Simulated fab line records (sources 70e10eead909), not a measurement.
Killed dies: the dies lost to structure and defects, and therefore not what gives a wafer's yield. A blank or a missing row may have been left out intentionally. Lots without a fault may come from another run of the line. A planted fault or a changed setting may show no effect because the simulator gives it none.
A lot that was struck, set against a sound lot + flow nand harc + 27 out of 1159 route steps
Sound: the wafers L193.1, L193.2, L193.4. The struck wafers were L187.1, L187.2, L187.6. The cause is named last.
At each step with rows: each side's tool, then ch and its chambers, then its first start. Under that, the readings that differ: sound wafers + struck wafers + difference of the means + sigmas: that difference in standard deviations of wafers without a fault.
alike: a reading whose means differ by less than 2 such deviations, as well as words and numbers matching on both sides. not compared: withheld readings; readings where some wafer has no value; bounds like >300 that might hide an equal value; numbers whose values overlap and for which the record gives no deviation.
The two part at a step that has a row with sigmas, a row that says differs or no value, or rows on one side only. Numbers that have no deviation but don't overlap get no sigmas and don't part them. A reading missing from all wafers of one side parts the sides only when that side holds two or more wafers.

first, 3 steps without rows for these wafers: NHARC_P_GATE_EXPOSE_08 (exposes mask P HV); NHARC_P_GATE_PEB_09 (peb time 85 s); NHARC_P_GATE_DEVELOP_10 (time 70 s).
NHARC_P_GATE_CD_MEAS_11: the cd target is 1640 nm.
  sound on cd sem-03 ch 0, day 7 07:52; struck on cd sem-03 ch 0, day 6 02:18
  alike: cd nm
then, 1 step without rows for these wafers: NHARC_P_GATE_HARDBAKE_12 (time 80 s).
NHARC_P_GATE_DESCUM_13: chemistry O2, time 3 s.
  sound on rie diel-03 ch 0,1,3, day 7 08:02; struck on rie diel-04 ch 1,3, day 6 02:29
  alike: chamber pressure mTorr, drypump motor current A, oes product au, rf vpp V, showerhead plenum p Torr, throttle valve pct
  not compared: rf hours counter h
then, 6 steps without rows for these wafers: NHARC_P_GATE_ETCH_14 (etches SiO2 in dHF, target depth 48.8 nm); NHARC_P_GATE_STRIP_15 (strips in SPM, time 780 s); NHARC_P_GATE_PRECLEAN_71 (cleans in SC1); NHARC_P_GATE_SRD_72; NHARC_P_GATE_OXIDE_16 (material SiO2, target thk 3 nm, ox time 392 s); NHARC_P_GATE_CVD_17 (deposits poly-Si, target thk 150 nm, time 900 s).
NHARC_P_GATE_HM_DEP_102: deposits aC, target thk 120 nm.
  sound on acl dep-03 ch 0, day 7 23:27; struck on acl dep-02 ch 0, day 6 19:39
  alike: throttle valve pct
NHARC_P_GATE_DEP_103: deposits SiON, target thk 30 nm.
  sound on pecvd-02 ch 0,1,2, day 8 00:19; struck on pecvd-02 ch 0,1,2, day 6 20:21
  alike: heater power w
then, 8 steps without rows for these wafers: NHARC_P_GATE_DEHYDRATE_18 (time 120 s); NHARC_P_GATE_HMDS_19 (time 30 s); NHARC_P_GATE_COAT_20 (resist thk 90 nm); NHARC_P_GATE_SOFTBAKE_21 (time 55 s); NHARC_P_GATE_EBR_22; NHARC_P_GATE_EXPOSE_23 (exposes mask P GATE, target cd 120 nm); NHARC_P_GATE_PEB_24 (peb time 65 s); NHARC_P_GATE_DEVELOP_25 (develop time 35 s).
NHARC_P_GATE_CD_MEAS_26: the cd target is 120 nm.
  sound on cd sem-03 ch 0, day 8 01:00; struck on cd sem-03 ch 0, day 6 20:53
  alike: cd nm
NHARC_P_GATE_OVL_MEAS_27:
  sound on overlay-02, day 8 01:05; struck on overlay-02, day 6 20:58
  alike: overlay x nm, overlay y nm
NHARC_P_GATE_INSPECT_28:
  sound on defect inspect-02, day 8 01:07; struck on defect inspect-02, day 6 21:00
| reading          | sound  | struck   | difference | sigmas |
|------------------|--------|----------|------------|--------|
| raw defect count | 13 5 6 | 11 21 21 | +10        | +4     |
NHARC_P_GATE_DESCUM_31: chemistry O2, time 3 s.
  sound on rie diel-03 ch 0,1,3, day 8 01:13; struck on rie diel-04 ch 0,1,2, day 6 21:05
  alike: chamber pressure mTorr, drypump motor current A, oes product au, rf vpp V, showerhead plenum p Torr, throttle valve pct
  not compared: rf hours counter h
-- the record jumps here: 15 days lie between the struck wafers' starts before and after (it left off in module P_GATE and takes up again in module END, whose first step shown is number 1159 of the route) --
NHARC_END_SORT_01:
  the record has rows for the struck wafers here (prober-01 ch 0, day 21 09:27) and none for the sound ones

## WHERE THEY PART
Earliest at NHARC_P_GATE_INSPECT_28; latest, in this record, at NHARC_END_SORT_01.

WHY: the cause the simulator had injected
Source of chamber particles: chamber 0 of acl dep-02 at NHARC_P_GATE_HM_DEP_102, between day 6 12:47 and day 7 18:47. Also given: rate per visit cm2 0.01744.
